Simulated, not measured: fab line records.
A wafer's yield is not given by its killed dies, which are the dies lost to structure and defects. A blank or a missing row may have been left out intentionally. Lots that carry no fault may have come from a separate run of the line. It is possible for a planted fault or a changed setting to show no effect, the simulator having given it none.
fab line records    flow n5_finfet
[record] lots = 24  wafers = 72  last_day = 18
route steps=1938 shown BEOL_M15@1789 MIM_TOP@1834
lots that met no fault: from a run of the same line without faults
start_h: hours from the record's first day to the start of the lot's first wafer shown    wait_h: hours since the lot's step before    " same as the row above    L1.1+2: a row that stands for several wafers    - either no value or no given start    * or withheld: withheld    < > ~ a bound
route shown NAME@n: a module of which the file shows steps, and the number in the route of the first    usual: average and standard deviation across the fault-free wafers    same: alike in all rows    chamber/n: place in a boat    sites: readings site by site    _std_site: standard deviation of those values    _edge_site: inner sites' mean taken away from outer sites' mean    radius_mm: for every site, how far away it sits from the centre of the wafer    mask NAME#n: copy n    behind: the most recent tool/chamber to have shaped the wafer    hold: why the lot went on hold/how many hours it stayed there/how the hold came to an end    device: the transistor (n, p or np) that didn't switch    end of line: tests of these same wafers at the route's end    a step with no rows: only its recipe    killed: dies that structure and defects cost at the first sort, which is not the same as the wafer's yield    map: a wafer's dies, x killed, . not, _ none there
set.NAME: the run value of the setting; set.NAME@STEP: its run value at that earlier step    model.NAME: the simulator's own value behind a step, which no gauge read
one table for each step of the route and one row for each wafer, over a sample of lots
services: a tool's chamber out of use, with start hour (start_h, from the record's first day; less than 0 if before it), hours out, and reason
[[steps]]
[step N5_BEOL_M15_STRIP_63]
[recipe] chemistry = O2  power_w = 600  temp_c = 60  pressure_mtorr = 30  rf_frequency_hz = 6e+07  bias_power_w = 0  overash_fraction = 0.3  o2_flow_sccm = 225
[usual] drypump_motor_current_A = 5.8/0.31  oes_product_au = 0.78/0.072  rf_vpp_V = 3.6/0.79  showerhead_plenum_p_Torr = 2.12/0.069  throttle_valve_pct = 16.67/0.26
lot.wafer  tool         chamber  start_h  wait_h  drypump_motor_current_A  oes_product_au  rf_hours_counter_h  rf_vpp_V  showerhead_plenum_p_Torr  throttle_valve_pct
L076.1     rie_diel-04  2        -        -       6.1                      0.77            174                 3.4       2.16                      16.29
L076.3     "            0        "        "       5.9                      0.74            184                 3.1       2.18                      16.73
L076.5     "            1        "        "       5.6                      0.94            -                   4.2       2.06                      16.15
L075.2     rie_diel-05  0        -        -       6.1                      0.74            185                 3.5       2.16                      16.57
L075.3     "            2        "        "       6.4                      0.74            168                 2.3       2.19                      17.08
L075.4     "            1        "        "       5.8                      0.85            67                  4.7       2.11                      16.48
L074.1     rie_diel-05  0        -        -       6.1                      0.74            188                 3.5       2.16                      16.60
L074.3     "            1        "        "       5.7                      0.85            70                  4.1       2.11                      16.51
L074.5     "            1        "        "       5.7                      0.84            -                   4.3       2.11                      16.50
L077.3     rie_diel-05  2        -        -       6.3                      0.73            172                 3.8       2.19                      17.08
L077.4     "            1        "        "       5.8                      0.85            72                  2.8       2.11                      16.49
L077.6     "            0        "        "       6.1                      0.73            -                   3.7       2.16                      16.58
L078.1     rie_diel-04  1        -        -       5.6                      0.93            16                  4.5       2.06                      16.19
L078.4     "            3        "        "       5.5                      0.73            -                   2.8       1.93                      16.73
L078.6     "            1        "        "       5.7                      0.92            -                   3.0       2.06                      16.19
L079.1     rie_diel-03  0        -        -       5.2                      0.89            41                  4.8       2.15                      16.51
L079.4     "            2        "        "       5.4                      0.76            136                 3.4       2.10                      16.72
L079.6     "            3        "        "       5.8                      0.86            -                   4.5       2.12                      16.57
L080.1     rie_diel-04  3        -        -       5.5                      0.71            187                 4.2       1.93                      16.73
L080.2     "            1        "        "       5.7                      0.91            21                  3.3       2.05                      16.22
L080.3     "            2        "        "       6.1                      0.74            185                 4.3       2.16                      16.32
L081.3     rie_diel-03  0        -        -       5.2                      0.88            46                  4.5       2.14                      16.52
L081.5     "            3        "        "       5.8                      0.85            -                   3.8       2.12                      16.62
L081.6     "            0        "        "       5.1                      0.88            -                   4.9       2.14                      16.52
L083.1     rie_diel-03  1        -        -       5.9                      0.69            230                 4.0       2.16                      17.12
L083.2     "            0        "        "       5.2                      0.87            50                  3.0       2.14                      16.52
L083.6     "            2        "        "       5.4                      0.75            -                   2.2       2.10                      16.73
L084.1     rie_diel-04  0        -        -       5.9                      0.71            205                 3.8       2.17                      16.77
L084.2     "            2        "        "       6.0                      0.74            191                 3.3       2.16                      16.32
L084.4     "            2        "        "       6.1                      0.74            -                   4.4       2.16                      16.29
L082.2     rie_diel-03  2        -        -       5.4                      0.75            146                 2.5       2.10                      16.74
L082.4     "            0        "        "       5.2                      0.86            51                  3.9       2.14                      16.52
L082.6     "            2        "        "       5.4                      0.77            -                   3.2       2.10                      16.74
L085.1     rie_diel-03  3        -        -       5.8                      0.85            62                  5.3       2.11                      16.63
L085.2     "            2        "        "       5.5                      0.74            148                 4.3       2.10                      16.74
L085.3     "            1        "        "       5.9                      0.69            233                 4.7       2.16                      17.13
L086.2     rie_diel-05  3        -        -       6.1                      0.80            109                 3.6       2.20                      16.75
L086.3     "            2        "        "       6.3                      0.72            192                 4.3       2.18                      17.13
L086.6     "            1        "        "       5.7                      0.83            -                   3.1       2.11                      16.57
L087.1     rie_diel-04  1        -        -       5.7                      0.87            34                  2.2       2.05                      16.22
L087.3     "            3        "        "       5.5                      0.71            199                 3.5       1.93                      16.75
L087.5     "            3        "        "       5.6                      0.71            -                   3.4       1.93                      16.75
L088.1     rie_diel-05  2        -        -       6.3                      0.72            197                 3.5       2.18                      17.13
L088.2     "            3        "        "       6.1                      0.80            113                 4.2       2.20                      16.75
L088.6     "            2        "        "       6.4                      0.71            -                   3.8       2.18                      17.13
L089.1     rie_diel-03  2        -        -       5.4                      0.74            155                 4.5       2.09                      16.75
L089.2     "            3        "        "       5.8                      0.83            67                  2.7       2.11                      16.66
L089.5     "            0        "        "       5.1                      0.86            -                   4.1       2.14                      16.56
L090.3     rie_diel-03  2        -        -       5.5                      0.74            156                 3.7       2.09                      16.77
L090.4     "            3        "        "       5.8                      0.83            68                  2.4       2.11                      16.66
L090.5     "            2        "        "       5.4                      0.75            -                   3.9       2.09                      16.76
L091.1     rie_diel-03  1        -        -       5.9                      0.69            242                 3.5       2.15                      17.17
L091.3     "            3        "        "       5.8                      0.83            68                  3.7       2.11                      16.63
L091.5     "            2        "        "       5.5                      0.74            -                   3.9       2.09                      16.78
L092.1     rie_diel-05  2        -        -       6.3                      0.71            202                 2.3       2.18                      17.16
L092.2     "            1        "        "       5.7                      0.81            99                  2.9       2.10                      16.55
L092.3     "            0        "        "       6.1                      0.72            217                 3.7       2.15                      16.63
L094.1     rie_diel-05  3        -        -       6.1                      0.78            122                 3.8       2.20                      16.73
L094.5     "            3        "        "       6.1                      0.77            -                   3.4       2.20                      16.76
L094.6     "            1        "        "       5.8                      0.81            -                   3.8       2.10                      16.57
L093.2     rie_diel-04  1        -        -       5.7                      0.85            45                  2.5       2.05                      16.26
L093.4     "            2        "        "       6.1                      0.73            211                 5.3       2.15                      16.36
L093.6     "            0        "        "       5.9                      0.70            -                   2.7       2.17                      16.81
L097.3     rie_diel-04  3        -        -       5.5                      0.70            212                 4.3       1.92                      16.77
L097.5     "            2        "        "       6.1                      0.73            -                   2.9       2.15                      16.35
L097.6     "            3        "        "       5.5                      0.69            -                   3.6       1.92                      16.78
L096.3     rie_diel-03  1        -        -       5.9                      0.96            3                   4.6       2.15                      16.71
L096.4     "            3        "        "       5.8                      0.82            83                  4.7       2.11                      16.66
L096.5     "            2        "        "       5.4                      0.73            -                   3.8       2.09                      16.78
L095.1     rie_diel-04  2        -        -       6.1                      0.73            217                 3.3       2.15                      16.37
L095.5     "            1        "        "       5.7                      0.86            -                   3.5       2.04                      16.26
L095.6     "            2        "        "       6.1                      0.74            -                   6.0       2.15                      16.38
[step N5_BEOL_M15_OVL_MEAS_29]
[recipe] points_per_wafer = 44
[usual] M15_OVL = -2/4.2
lot.wafer  tool        chamber  start_h  wait_h  M15_OVL[nm]
L076.1     overlay-01  0        243.82   0.0     -1
L076.3     "           0        "        "       -1
L076.5     "           0        "        "       -1
L075.2     overlay-01  0        245.23   0.0     -10
L075.3     "           0        "        "       -1
L075.4     "           0        "        "       -6
L074.1     overlay-02  0        253.73   0.0     6
L074.3     "           0        "        "       1
L074.5     "           0        "        "       3
L077.3     overlay-02  0        260.50   0.0     -1
L077.4     "           0        "        "       -1
L077.6     "           0        "        "       1
L078.1     overlay-02  0        274.87   0.0     -7
L078.4     "           0        "        "       -8
L078.6     "           0        "        "       -9
L079.1     overlay-02  0        275.03   0.0     -3
L079.4     "           0        "        "       -1
L079.6     "           0        "        "       -5
L080.1     overlay-02  0        288.54   0.0     -4
L080.2     "           0        "        "       -7
L080.3     "           0        "        "       -15
L081.3     overlay-01  0        295.07   0.0     2
L081.5     "           0        "        "       -5
L081.6     "           0        "        "       5
L083.1     overlay-01  0        309.74   0.0     -2
L083.2     "           0        "        "       6
L083.6     "           0        "        "       -1
L084.1     overlay-02  0        314.95   0.0     5
L084.2     "           0        "        "       -4
L084.4     "           0        "        "       -6
L082.2     overlay-02  0        315.49   0.0     -2
L082.4     "           0        "        "       -7
L082.6     "           0        "        "       0
L085.1     overlay-01  0        321.08   0.0     2
L085.2     "           0        "        "       -4
L085.3     "           0        "        "       1
L086.2     overlay-01  0        327.75   0.0     -7
L086.3     "           0        "        "       -4
L086.6     "           0        "        "       -5
L087.1     overlay-01  0        336.75   0.0     -5
L087.3     "           0        "        "       -11
L087.5     "           0        "        "       -3
L088.1     overlay-02  0        341.21   0.0     -8
L088.2     "           0        "        "       -2
L088.6     "           0        "        "       0
L089.1     overlay-01  0        345.76   0.0     -7
L089.2     "           0        "        "       0
L089.5     "           0        "        "       -5
L090.3     overlay-02  0        346.72   0.0     3
L090.4     "           0        "        "       2
L090.5     "           0        "        "       0
L091.1     overlay-02  0        347.38   0.0     -2
L091.3     "           0        "        "       0
L091.5     "           0        "        "       -7
L092.1     overlay-01  0        360.13   0.0     2
L092.2     "           0        "        "       4
L092.3     "           0        "        "       2
L094.1     overlay-02  0        375.73   0.0     4
L094.5     "           0        "        "       4
L094.6     "           0        "        "       -4
L093.2     overlay-02  0        376.56   0.0     2
L093.4     "           0        "        "       9
L093.6     "           0        "        "       6
L097.3     overlay-01  0        386.77   0.0     7
L097.5     "           0        "        "       10
L097.6     "           0        "        "       0
L096.3     overlay-02  0        401.59   0.0     1
L096.4     "           0        "        "       0
L096.5     "           0        "        "       -3
L095.1     overlay-02  0        401.96   0.0     -1
L095.5     "           0        "        "       -2
L095.6     "           0        "        "       -5
[step N5_BEOL_M15_STRIP_36]
[recipe] chemistry = O2  power_w = 600  temp_c = 60  pressure_mtorr = 30  rf_frequency_hz = 6e+07  bias_power_w = 0  overash_fraction = 0.3  o2_flow_sccm = 225
[usual] drypump_motor_current_A = 5.8/0.31  oes_product_au = 0.78/0.069  rf_vpp_V = 3.5/0.88  showerhead_plenum_p_Torr = 2.13/0.067  throttle_valve_pct = 16.65/0.27
lot.wafer  tool         chamber  start_h  wait_h  drypump_motor_current_A  oes_product_au  rf_hours_counter_h  rf_vpp_V  showerhead_plenum_p_Torr  throttle_valve_pct
L076.1     rie_diel-04  3        244.26   0.0     5.5                      0.73            173                 5.1       1.93                      16.72
L076.3     "            1        "        "       5.7                      0.96            8                   3.5       2.06                      16.17
L076.5     "            0        "        "       5.9                      0.73            -                   4.5       2.18                      16.75
L075.2     rie_diel-03  3        246.85   1.2     5.8                      0.86            42                  3.0       2.12                      16.61
L075.3     "            2        "        "       5.4                      0.76            129                 1.9       2.10                      16.67
L075.4     "            1        "        "       5.9                      0.70            214                 3.2       2.16                      17.13
L074.1     rie_diel-04  1        259.35   5.3     5.7                      0.95            12                  3.7       2.06                      16.18
L074.3     "            0        "        "       5.9                      0.73            189                 4.4       2.18                      16.74
L074.5     "            2        "        "       6.1                      0.76            -                   3.7       2.16                      16.28
L077.3     rie_diel-03  0        264.52   3.7     5.2                      0.89            39                  3.2       2.15                      16.54
L077.4     "            3        "        "       5.8                      0.87            47                  4.8       2.12                      16.55
L077.6     "            0        "        "       5.2                      0.88            -                   2.4       2.15                      16.51
L078.1     rie_diel-03  1        275.24   0.0     5.9                      0.71            222                 3.0       2.16                      17.13
L078.4     "            2        "        "       5.4                      0.77            137                 3.8       2.10                      16.75
L078.6     "            0        "        "       5.2                      0.88            -                   3.1       2.14                      16.52
L079.1     rie_diel-05  2        279.45   4.1     6.3                      0.74            177                 2.5       2.18                      17.13
L079.4     "            0        "        "       6.1                      0.74            196                 2.6       2.16                      16.58
L079.6     "            2        "        "       6.3                      0.72            -                   3.8       2.18                      17.07
L080.1     rie_diel-05  0        291.37   2.5     6.1                      0.74            197                 3.9       2.16                      16.61
L080.2     "            1        "        "       5.7                      0.83            82                  2.2       2.11                      16.54
L080.3     "            2        "        "       6.4                      0.73            181                 2.9       2.18                      17.09
L081.3     rie_diel-04  1        298.04   2.6     5.6                      0.89            23                  3.4       2.05                      16.20
L081.5     "            3        "        "       5.5                      0.72            -                   4.4       1.93                      16.75
L081.6     "            0        "        "       5.9                      0.72            -                   3.2       2.17                      16.78
L083.1     rie_diel-05  0        312.37   2.3     6.1                      0.73            204                 2.5       2.16                      16.63
L083.2     "            2        "        "       6.3                      0.74            187                 4.5       2.18                      17.13
L083.6     "            3        "        "       6.1                      0.80            -                   4.6       2.20                      16.75
L084.1     rie_diel-03  2        316.19   0.9     5.5                      0.75            147                 3.2       2.10                      16.73
L084.2     "            1        "        "       6.0                      0.69            232                 3.8       2.16                      17.12
L084.4     "            0        "        "       5.2                      0.85            52                  2.4       2.14                      16.57
L082.2     rie_diel-04  1        316.25   0.4     5.7                      0.89            28                  4.1       2.05                      16.19
L082.4     "            1        "        "       5.7                      0.88            -                   3.8       2.05                      16.19
L082.6     "            2        "        "       6.0                      0.74            -                   5.4       2.16                      16.32
L085.1     rie_diel-03  3        323.16   1.7     5.8                      0.84            62                  3.0       2.11                      16.65
L085.2     "            2        "        "       5.4                      0.76            149                 2.1       2.09                      16.72
L085.3     "            0        "        "       5.2                      0.86            54                  2.8       2.14                      16.55
L086.2     rie_diel-04  3        329.30   1.2     5.5                      0.72            196                 4.0       1.93                      16.79
L086.3     "            2        "        "       6.0                      0.74            196                 2.6       2.16                      16.32
L086.6     "            1        "        "       5.7                      0.88            -                   3.3       2.05                      16.23
L087.1     rie_diel-05  1        338.75   1.5     5.8                      0.82            94                  3.3       2.11                      16.58
L087.3     "            2        "        "       6.3                      0.72            196                 3.9       2.18                      17.12
L087.5     "            0        "        "       6.1                      0.72            -                   3.1       2.16                      16.62
L088.1     rie_diel-05  3        343.32   1.4     6.1                      0.80            114                 2.3       2.20                      16.76
L088.2     "            1        "        "       5.7                      0.82            95                  4.9       2.10                      16.56
L088.6     "            0        "        "       6.1                      0.71            -                   3.0       2.16                      16.62
L089.1     rie_diel-05  0        347.87   1.8     6.1                      0.72            214                 3.8       2.16                      16.67
L089.2     "            1        "        "       5.8                      0.82            96                  4.5       2.10                      16.56
L089.5     "            0        "        "       6.1                      0.71            -                   4.4       2.15                      16.63
L090.3     rie_diel-04  3        348.34   1.3     5.5                      0.71            203                 2.8       1.92                      16.77
L090.4     "            2        "        "       6.1                      0.74            203                 2.8       2.15                      16.35
L090.5     "            1        "        "       5.6                      0.86            -                   1.7       2.05                      16.24
L091.1     rie_diel-04  1        349.84   2.1     5.7                      0.87            39                  4.5       2.05                      16.22
L091.3     "            2        "        "       6.1                      0.73            204                 2.2       2.15                      16.37
L091.5     "            1        "        "       5.7                      0.87            -                   5.2       2.05                      16.24
L092.1     rie_diel-04  3        361.20   0.7     5.5                      0.71            207                 4.1       1.92                      16.77
L092.2     "            1        "        "       5.7                      0.86            42                  3.5       2.05                      16.25
L092.3     "            2        "        "       6.1                      0.73            207                 3.4       2.15                      16.37
L094.1     rie_diel-03  2        377.33   1.2     5.4                      0.74            166                 4.3       2.09                      16.77
L094.5     "            3        "        "       5.8                      0.84            -                   4.1       2.11                      16.66
L094.6     "            0        "        "       5.2                      0.83            -                   4.5       2.14                      16.57
L093.2     rie_diel-05  1        378.38   1.5     5.8                      0.81            106                 3.8       2.10                      16.57
L093.4     "            2        "        "       6.3                      0.71            -                   2.4       2.17                      17.16
L093.6     "            3        "        "       6.1                      0.77            -                   4.5       2.20                      16.75
L097.3     rie_diel-05  0        387.14   0.0     6.1                      0.71            223                 2.3       2.15                      16.67
L097.5     "            2        "        "       6.4                      0.70            -                   3.0       2.17                      17.15
L097.6     "            1        "        "       5.7                      0.80            -                   3.3       2.10                      16.58
L096.3     rie_diel-05  0        402.05   0.1     6.1                      0.72            228                 5.0       2.15                      16.68
L096.4     "            3        "        "       6.1                      0.78            129                 2.9       2.20                      16.77
L096.5     "            3        "        "       6.1                      0.79            -                   4.3       2.20                      16.78
L095.1     rie_diel-04  1        404.52   2.2     5.7                      0.85            52                  4.5       2.04                      16.25
L095.5     "            2        "        "       6.1                      0.73            -                   2.9       2.15                      16.35
L095.6     "            1        "        "       5.7                      0.86            -                   2.1       2.04                      16.26
[step N5_BEOL_M15_DEP_53]
[recipe] material = SiCN  target_thk_a = 500  temp_c = withheld  precursor = 3MS/NH3  pressure_torr = 3  rf_w = 675  time_s = 17.8
[usual] showerhead_plenum_p_Torr = 4.151/0.018  throttle_valve_pct = 18.2/1.1
lot.wafer  tool      chamber  start_h  wait_h  showerhead_plenum_p_Torr  throttle_valve_pct
L076.1     pecvd-03  2        245.95   0.0     4.170                     16.8
L076.3     "         1        "        "       4.157                     17.8
L076.5     "         1        "        "       4.146                     17.8
L075.2     pecvd-04  1        250.28   0.0     4.130                     17.7
L075.3     "         2        "        "       4.162                     18.4
L075.4     "         0        "        "       4.154                     17.1
L074.1     pecvd-03  0        261.06   0.0     4.163                     19.1
L074.3     "         2        "        "       4.178                     16.9
L074.5     "         0        "        "       4.158                     19.0
L077.3     pecvd-03  1        266.39   0.0     4.156                     17.9
L077.4     "         1        "        "       4.153                     18.0
L077.6     "         0        "        "       4.168                     19.1
L078.1     pecvd-03  2        277.07   0.0     4.174                     16.9
L078.4     "         0        "        "       4.153                     19.1
L078.6     "         1        "        "       4.155                     17.8
L079.1     pecvd-03  0        281.25   0.0     4.149                     18.9
L079.4     "         1        "        "       4.148                     17.8
L079.6     "         0        "        "       4.171                     19.2
L080.1     pecvd-01  1        293.29   0.0     4.158                     20.4
L080.2     "         2        "        "       4.163                     17.7
L080.3     "         0        "        "       4.120                     17.6
L081.3     pecvd-01  1        299.81   0.0     4.163                     20.6
L081.5     "         2        "        "       4.152                     17.5
L081.6     "         1        "        "       4.171                     20.4
L083.1     pecvd-01  1        314.18   0.0     4.162                     20.3
L083.2     "         2        "        "       4.152                     17.8
L083.6     "         2        "        "       4.166                     17.9
L082.2     pecvd-01  1        318.05   0.0     4.165                     20.1
L082.4     "         1        "        "       4.166                     20.4
L082.6     "         2        "        "       4.152                     17.8
L084.1     pecvd-04  2        318.06   0.0     4.156                     19.1
L084.2     "         1        "        "       4.132                     17.5
L084.4     "         2        "        "       4.156                     19.1
L085.1     pecvd-04  2        325.21   0.0     4.162                     19.1
L085.2     "         0        "        "       4.154                     17.0
L085.3     "         1        "        "       4.125                     17.7
L086.2     pecvd-04  0        331.43   0.0     4.153                     16.8
L086.3     "         2        "        "       4.153                     19.0
L086.6     "         2        "        "       4.161                     18.9
L087.1     pecvd-04  0        340.75   0.0     4.154                     17.3
L087.3     "         1        "        "       4.127                     17.8
L087.5     "         2        "        "       4.164                     19.1
L088.1     pecvd-04  1        345.88   0.0     4.130                     17.5
L088.2     "         2        "        "       4.170                     19.0
L088.6     "         2        "        "       4.168                     19.1
L089.1     pecvd-01  0        350.09   0.0     4.116                     17.8
L089.2     "         2        "        "       4.167                     17.9
L089.5     "         1        "        "       4.172                     20.4
L090.3     pecvd-04  2        350.36   0.0     4.152                     19.3
L090.4     "         2        "        "       4.167                     19.4
L090.5     "         0        "        "       4.160                     17.1
L091.1     pecvd-04  0        352.15   0.0     4.154                     17.0
L091.3     "         2        "        "       4.153                     19.2
L091.5     "         0        "        "       4.164                     17.1
L092.1     pecvd-03  2        363.13   0.0     4.167                     16.9
L092.2     "         1        "        "       4.141                     17.8
L092.3     "         0        "        "       4.166                     18.9
L094.1     pecvd-01  2        379.61   0.0     4.173                     18.0
L094.5     "         1        "        "       4.170                     20.3
L094.6     "         2        "        "       4.167                     17.8
L093.2     pecvd-01  2        380.35   0.0     4.154                     18.0
L093.4     "         2        "        "       4.152                     17.8
L093.6     "         1        "        "       4.161                     20.5
L097.3     pecvd-03  0        389.49   0.0     4.147                     19.3
L097.5     "         1        "        "       4.159                     17.7
L097.6     "         2        "        "       4.173                     17.4
L096.3     pecvd-01  2        403.93   0.0     4.163                     17.9
L096.4     "         1        "        "       4.162                     20.4
L096.5     "         0        "        "       4.116                     17.8
L095.1     pecvd-04  2        406.59   0.0     4.161                     19.4
L095.5     "         2        "        "       4.157                     19.4
L095.6     "         0        "        "       4.154                     16.8
[step N5_MIM_TOP_ALD_00]
[recipe] material = Al2O3  target_thk_a = *  temp_c = withheld  ald_precursor_family = TMA  ald_co_reactant = O3  pulse_time_s = withheld  purge_time_s = 3  co_reactant_purge_time_s = withheld  co_reactant_pulse_time_s = 3  ald_cycles = withheld
[usual] precursor_pulse_height_rel = 1.000/0.021
lot.wafer  tool       chamber  start_h  wait_h  precursor_pulse_height_rel
L076.1     ald_hk-03  0        249.03   0.1     0.969
L076.3     "          3        "        "       0.997
L076.5     "          0        "        "       0.958
L075.2     ald_hk-02  2        252.13   0.1     0.984
L075.3     "          0        "        "       0.991
L075.4     "          1        "        "       0.948
L074.1     ald_hk-03  0        265.10   0.1     1.006
L074.3     "          1        "        "       0.994
L074.5     "          2        "        "       0.987
L077.3     ald_hk-01  2        267.72   0.1     0.989
L077.4     "          3        "        "       1.003
L077.6     "          1        "        "       1.006
L078.1     ald_hk-02  3        279.44   0.1     1.004
L078.4     "          0        "        "       1.012
L078.6     "          1        "        "       1.031
L079.1     ald_hk-03  1        283.11   0.1     1.036
L079.4     "          3        "        "       1.018
L079.6     "          2        "        "       1.018
L080.1     ald_hk-03  3        298.30   0.1     1.019
L080.2     "          2        "        "       0.988
L080.3     "          1        "        "       0.967
L081.3     ald_hk-01  0        304.16   0.1     1.008
L081.5     "          1        "        "       1.024
L081.6     "          2        "        "       1.000
L083.1     ald_hk-01  0        316.74   0.1     1.012
L083.2     "          3        "        "       1.038
L083.6     "          2        "        "       0.975
L082.2     ald_hk-01  2        320.29   0.1     1.014
L082.4     "          0        "        "       0.993
L082.6     "          1        "        "       1.021
L084.1     ald_hk-02  2        320.57   0.1     1.007
L084.2     "          1        "        "       0.998
L084.4     "          0        "        "       1.009
L085.1     ald_hk-02  1        327.29   0.1     1.022
L085.2     "          0        "        "       1.007
L085.3     "          2        "        "       1.021
L086.2     ald_hk-02  2        333.29   0.1     1.039
L086.3     "          3        "        "       1.004
L086.6     "          2        "        "       1.020
L087.1     ald_hk-02  2        342.65   0.1     1.054
L087.3     "          0        "        "       0.981
L087.5     "          0        "        "       0.987
L088.1     ald_hk-01  2        348.40   0.1     1.043
L088.2     "          0        "        "       1.028
L088.6     "          1        "        "       1.010
L089.1     ald_hk-02  3        352.99   0.1     1.005
L089.2     "          1        "        "       1.001
L089.5     "          0        "        "       1.031
L090.3     ald_hk-03  2        353.18   0.1     1.013
L090.4     "          1        "        "       0.966
L090.5     "          0        "        "       0.989
L091.1     ald_hk-02  2        353.52   0.1     0.984
L091.3     "          0        "        "       0.984
L091.5     "          3        "        "       0.989
L092.1     ald_hk-02  0        366.09   0.1     0.981
L092.2     "          2        "        "       1.012
L092.3     "          1        "        "       1.004
L094.1     ald_hk-01  2        382.38   0.1     1.007
L094.5     "          3        "        "       1.009
L094.6     "          2        "        "       1.018
L093.2     ald_hk-02  1        382.70   0.1     0.994
L093.4     "          3        "        "       1.030
L093.6     "          1        "        "       0.980
L097.3     ald_hk-01  0        391.44   0.1     0.993
L097.5     "          1        "        "       1.007
L097.6     "          2        "        "       0.989
L096.3     ald_hk-01  2        405.48   0.1     0.982
L096.4     "          3        "        "       0.970
L096.5     "          0        "        "       0.998
L095.1     ald_hk-01  0        411.44   0.1     1.010
L095.5     "          0        "        "       1.005
L095.6     "          3        "        "       0.968
[step N5_MIM_TOP_ALD_01]
[recipe] material = HfO2  target_thk_a = 56  temp_c = withheld  ald_precursor_family = Hf-amide  ald_co_reactant = O3  pulse_time_s = 1  purge_time_s = 3  co_reactant_purge_time_s = 2  co_reactant_pulse_time_s = 3  ald_cycles = 62
[usual] precursor_pulse_height_rel = 0.999/0.02
lot.wafer  tool       chamber  start_h  wait_h  precursor_pulse_height_rel
L076.1     ald_hk-03  0        -        -       1.027
L076.3     "          3        "        "       0.984
L076.5     "          0        "        "       1.002
L075.2     ald_hk-02  2        -        -       0.993
L075.3     "          0        "        "       0.977
L075.4     "          1        "        "       0.989
L074.1     ald_hk-03  0        -        -       1.000
L074.3     "          1        "        "       1.004
L074.5     "          2        "        "       0.993
L077.3     ald_hk-01  2        -        -       1.020
L077.4     "          3        "        "       1.018
L077.6     "          1        "        "       1.008
L078.1     ald_hk-02  3        -        -       0.985
L078.4     "          0        "        "       0.976
L078.6     "          1        "        "       1.049
L079.1     ald_hk-03  1        -        -       1.019
L079.4     "          3        "        "       0.986
L079.6     "          2        "        "       1.016
L080.1     ald_hk-03  3        -        -       0.998
L080.2     "          2        "        "       1.006
L080.3     "          1        "        "       1.001
L081.3     ald_hk-01  0        -        -       1.001
L081.5     "          1        "        "       0.967
L081.6     "          2        "        "       1.017
L083.1     ald_hk-01  0        -        -       0.999
L083.2     "          3        "        "       1.013
L083.6     "          2        "        "       0.962
L082.2     ald_hk-01  2        -        -       0.957
L082.4     "          0        "        "       1.012
L082.6     "          1        "        "       0.982
L084.1     ald_hk-02  2        -        -       1.003
L084.2     "          1        "        "       0.999
L084.4     "          0        "        "       1.014
L085.1     ald_hk-02  1        -        -       0.980
L085.2     "          0        "        "       1.007
L085.3     "          2        "        "       1.018
L086.2     ald_hk-02  2        -        -       0.983
L086.3     "          3        "        "       0.992
L086.6     "          2        "        "       1.015
L087.1     ald_hk-02  2        -        -       1.004
L087.3     "          0        "        "       1.018
L087.5     "          0        "        "       0.959
L088.1     ald_hk-01  2        -        -       0.978
L088.2     "          0        "        "       0.990
L088.6     "          1        "        "       0.955
L089.1     ald_hk-02  3        -        -       1.005
L089.2     "          1        "        "       1.025
L089.5     "          0        "        "       1.027
L090.3     ald_hk-03  2        -        -       1.006
L090.4     "          1        "        "       1.014
L090.5     "          0        "        "       1.013
L091.1     ald_hk-02  2        -        -       1.009
L091.3     "          0        "        "       0.988
L091.5     "          3        "        "       0.985
L092.1     ald_hk-02  0        -        -       0.977
L092.2     "          2        "        "       0.994
L092.3     "          1        "        "       1.024
L094.1     ald_hk-01  2        -        -       1.026
L094.5     "          3        "        "       1.021
L094.6     "          2        "        "       1.013
L093.2     ald_hk-02  1        -        -       1.009
L093.4     "          3        "        "       1.024
L093.6     "          1        "        "       0.975
L097.3     ald_hk-01  0        -        -       0.998
L097.5     "          1        "        "       0.954
L097.6     "          2        "        "       0.999
L096.3     ald_hk-01  2        -        -       0.996
L096.4     "          3        "        "       0.970
L096.5     "          0        "        "       0.998
L095.1     ald_hk-01  0        -        -       1.009
L095.5     "          0        "        "       1.016
L095.6     "          3        "        "       1.009
[[services]]
tool         chamber  start_h  hours  kind
pecvd-04     1        221.17   5.0    scheduled_down
rie_diel-04  2        272.67   4.3    repair
ald_hk-02    -        273.49   1.0    repair
pecvd-04     2        279.79   13.5   repair
rie_diel-05  0        282.06   8.2    repair
ald_hk-02    -        283.88   2.8    pm
pecvd-04     1        288.34   5.5    scheduled_down
rie_diel-05  1        297.76   7.1    repair
ald_hk-01    -        305.47   1.9    repair
rie_diel-03  3        329.38   6.4    repair
ald_hk-03    -        336.92   0.7    repair
pecvd-01     1        340.74   5.6    repair
pecvd-03     -        354.87   5.1    repair
pecvd-01     -        366.40   2.8    pm
rie_diel-03  1        371.32   -      clean
rie_diel-03  1        371.32   -      consumable_replace:focus_ring
rie_diel-03  1        371.32   15.7   scheduled_down
rie_diel-03  1        371.32   15.7   vent_cycle
rie_diel-05  0        372.70   7.5    repair
rie_diel-05  3        381.21   9.7    repair
pecvd-04     1        383.62   -      clean
pecvd-04     1        383.62   -      consumable_replace:showerhead
pecvd-04     1        383.62   29.0   scheduled_down
ald_hk-03    -        394.07   2.8    pm
[[key]]
fault none
